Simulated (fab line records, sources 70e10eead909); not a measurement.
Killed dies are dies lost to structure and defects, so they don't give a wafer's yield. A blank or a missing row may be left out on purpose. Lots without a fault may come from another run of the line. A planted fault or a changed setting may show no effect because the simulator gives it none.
Which tool did it? | flow nand_harc | 13 lots, 39 wafers sampled, at 6 steps of a route of 1302

WHAT THE GAUGES READ, wafer by wafer
NHARC_P_GATE_CD_MEAS_26: target cd 120 nm.
lot  | measured     | on        | cd_nm (nm)
L773 | day 5 00:12  | cd_sem-02 | 119.6 120.4 119.8
L774 | day 5 13:28  | cd_sem-03 | 118.8 119.7 119.2
L776 | day 6 07:35  | cd_sem-03 | 119.8 120.5 119.5
L778 | day 7 03:51  | cd_sem-03 | 119.5 121.4 119.7
L779 | day 7 16:54  | cd_sem-03 | 120.1 120.8 120.6
L782 | day 9 01:30  | cd_sem-03 | 111.0 112.5 111.5
L783 | day 9 15:52  | cd_sem-03 | 111.7 113.2 112.9
L788 | day 11 14:22 | cd_sem-03 | 121.1 121.3 120.2
L790 | day 12 06:11 | cd_sem-01 | 119.7 119.9 119.5
L792 | day 12 16:23 | cd_sem-03 | 120.0 120.8 120.8
L793 | day 13 06:14 | cd_sem-02 | 119.7 120.7 120.2
L795 | day 14 01:28 | cd_sem-02 | 120.7 120.2 120.9
L796 | day 14 16:07 | cd_sem-03 | 120.4 120.3 120.6

NHARC_P_GATE_OVL_MEAS_27.
lot  | measured     | on         | overlay_x_nm (nm) | overlay_y_nm (nm)
L773 | day 5 00:17  | overlay-02 | -0.7 -0.1 -0.4    | -0.5 -0.3 -0.1
L774 | day 5 13:32  | overlay-01 | 0.0 0.0 0.1       | -0.7 -0.8 -0.2
L776 | day 6 07:40  | overlay-02 | 0.5 0.7 0.8       | -0.3 0.2 -0.1
L778 | day 7 03:56  | overlay-02 | 1.5 1.3 1.7       | 0.2 0.1 0.3
L779 | day 7 16:59  | overlay-02 | 0.0 -0.3 0.1      | -0.8 -0.6 -0.4
L782 | day 9 01:35  | overlay-02 | -0.7 -0.7 -1.0    | 1.9 2.0 2.0
L783 | day 9 15:56  | overlay-02 | 1.1 0.8 0.8       | -0.4 0.0 -0.6
L788 | day 11 14:26 | overlay-02 | -0.9 0.0 -0.7     | 0.0 0.0 -0.8
L790 | day 12 06:16 | overlay-01 | -0.2 0.1 -0.4     | 1.6 0.8 1.6
L792 | day 12 16:28 | overlay-02 | 0.4 -0.7 -0.1     | -1.1 -1.5 -1.8
L793 | day 13 06:19 | overlay-02 | -1.2 -1.1 -0.6    | 0.1 0.2 0.0
L795 | day 14 01:33 | overlay-01 | -1.5 -1.3 -1.0    | 0.2 0.2 0.6
L796 | day 14 16:12 | overlay-02 | 0.9 1.1 1.1       | -0.7 -0.5 0.2

NHARC_END_SORT_01.
lot  | measured     | on        | killed_at_array | killed_at_other | killed_at_periphery | killed_dies | killed_open | killed_short
L783 | day 29 05:52 | prober-02 | 51              | 0               | 7                   | 58          | 3           | 6

WHICH TOOL RAN EACH LOT (tool, then ch and the chambers of the sampled wafers, then the start)
lot  | NHARC_P_GATE_DEP_103            | NHARC_P_GATE_PEB_24               | NHARC_P_GATE_ETCH_114
L773 | pecvd-01 ch 0,2, day 4 23:23    | litho_track-01 ch 0, day 5 00:07  | rie_diel-07 ch 0,2,3, no start
L774 | pecvd-01 ch 0,2, day 5 12:50    | litho_track-01 ch 0, day 5 13:23  | rie_diel-05 ch 0,2, no start
L776 | pecvd-04 ch 1,2, day 6 07:04    | litho_track-04 ch 0, day 6 07:31  | rie_diel-12 ch 0,1, no start
L778 | pecvd-04 ch 0,1,2, day 7 03:10  | litho_track-04 ch 0, day 7 03:46  | rie_diel-12 ch 1,2,3, no start
L779 | pecvd-04 ch 0,1, day 7 16:16    | litho_track-04 ch 0, day 7 16:49  | rie_diel-05 ch 1,3, no start
L782 | pecvd-04 ch 1,2, day 9 00:58    | litho_track-01 ch 0, day 9 01:25  | rie_diel-12 ch 0,2,3, no start
L783 | pecvd-04 ch 1,2, day 9 15:20    | litho_track-01 ch 0, day 9 15:47  | rie_diel-07 ch 0,2,3, day 29 05:52 or earlier
L788 | pecvd-04 ch 0,2, day 11 13:44   | litho_track-04 ch 0, day 11 14:17 | rie_diel-07 ch 0,2, no start
L790 | pecvd-01 ch 0,2, day 12 05:39   | litho_track-06 ch 0, day 12 06:06 | rie_diel-07 ch 0,1,3, no start
L792 | pecvd-02 ch 0,2, day 12 15:44   | litho_track-06 ch 0, day 12 16:18 | rie_diel-05 ch 0,1, no start
L793 | pecvd-01 ch 0,1,2, day 13 05:32 | litho_track-04 ch 0, day 13 06:08 | rie_diel-05 ch 0,1,2, no start
L795 | pecvd-02 ch 0,1, day 14 00:47   | litho_track-06 ch 0, day 14 01:23 | rie_diel-05 ch 0,1,3, no start
L796 | pecvd-02 ch 0,1,2, day 14 15:26 | litho_track-06 ch 0, day 14 16:02 | rie_diel-07 ch 0,1, no start
- NHARC_P_GATE_DEP_103: deposits SiON, target thk 30 nm.
- NHARC_P_GATE_PEB_24: peb time 65 s.
- NHARC_P_GATE_ETCH_114: etches the open film in CF4/O2, target depth 30 nm, overetch 3 nm, time 16.5 s.

WHAT THE TOOLS THEMSELVES READ (means of the sampled wafers that have a number; where no wafer has one, the mark that the record gives instead)
NHARC_P_GATE_DEP_103.
lot  | tool     | heater_power_w (W)
L773 | pecvd-01 | 601
L774 | pecvd-01 | 662
L776 | pecvd-04 | 811
L778 | pecvd-04 | 758
L779 | pecvd-04 | 674
L782 | pecvd-04 | 700
L783 | pecvd-04 | 769
L788 | pecvd-04 | 723
L790 | pecvd-01 | 699
L792 | pecvd-02 | 858
L793 | pecvd-01 | 741
L795 | pecvd-02 | 706
L796 | pecvd-02 | 792

NHARC_P_GATE_ETCH_114.
lot  | tool        | drypump_motor_current_A (A) | oes_f_703_au (a.u.) | oes_product_au (a.u.) | rf_vpp_V (V) | showerhead_plenum_p_Torr (Torr) | throttle_valve_pct (%)
L773 | rie_diel-07 | 6.4                         | 0.997               | 0.995                 | 197.7        | 1.36                            | 13.391
L774 | rie_diel-05 | 5.3                         | 1.003               | 0.994                 | 197.9        | 1.35                            | 13.395
L776 | rie_diel-12 | 5.4                         | 0.999               | 1.017                 | 198.9        | 1.40                            | 13.391
L778 | rie_diel-12 | 5.3                         | 1.001               | 1.007                 | 198.2        | 1.37                            | 13.402
L779 | rie_diel-05 | 5.7                         | 1.005               | 1.007                 | 197.2        | 1.32                            | 13.399
L782 | rie_diel-12 | 5.1                         | 1.000               | 1.007                 | 198.2        | 1.38                            | 13.391
L783 | rie_diel-07 | 6.4                         | 0.999               | 0.997                 | 197.8        | 1.36                            | 13.401
L788 | rie_diel-07 | 6.2                         | 1.000               | 1.000                 | 198.8        | 1.40                            | 13.392
L790 | rie_diel-07 | 6.1                         | 1.002               | 0.993                 | 197.6        | 1.32                            | 13.400
L792 | rie_diel-05 | 5.4                         | 0.999               | 1.005                 | 197.5        | 1.32                            | 13.403
L793 | rie_diel-05 | 5.4                         | 0.999               | 0.992                 | 198.3        | 1.32                            | 13.402
L795 | rie_diel-05 | 5.6                         | 1.003               | 1.005                 | 197.4        | 1.32                            | 13.392
L796 | rie_diel-07 | 6.2                         | 0.998               | 0.994                 | 197.3        | 1.32                            | 13.398

THE ANSWER, worked out from the rows above alone
Rule: what is usual is taken from the lots themselves. Put in order of their means at a reading, lots are off if they are a third of the lots or fewer, leave a main group of 4 or more, and stand apart from it by a gap of 3 or more times the standard deviation of the main group's means; of several such gaps the widest counts. A main group whose means are all the same, to the digits that the tables above print for the reading, isn't used. A lot without any number at a reading at which 4 lots or more have one is off too. The other lots that the step has rows for count as sound. The gauges are gone through in route order, then the tools' own readings, and for those a lot's mean is taken as printed above. The first step at which some lot is off is used, and at that step the reading that is off furthest; a lot without a number counts as furthest.
Off: L782, L783, at NHARC_P_GATE_CD_MEAS_26 (cd_nm). The main group: mean 120.2 nm, standard deviation 0.45.
A tool fits if, at a process step before that reading, it ran every lot that is off, and no sound lot after the first of them. The gauges at NHARC_P_GATE_CD_MEAS_26 are tried like those tools. One fits: litho_track-01 at NHARC_P_GATE_PEB_24. Its last sound lot is L774 (day 5 13:23), its first lot that is off L782 (day 9 01:25): a fault that began between those two fits.

WHAT THE SIMULATOR HAD PUT IN
Process parameter drift: litho_track-01, from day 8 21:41 on, at NHARC_P_GATE_PEB_24. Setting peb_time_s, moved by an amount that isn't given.
Lots struck among those shown: L782, L783. The rule above found the same.
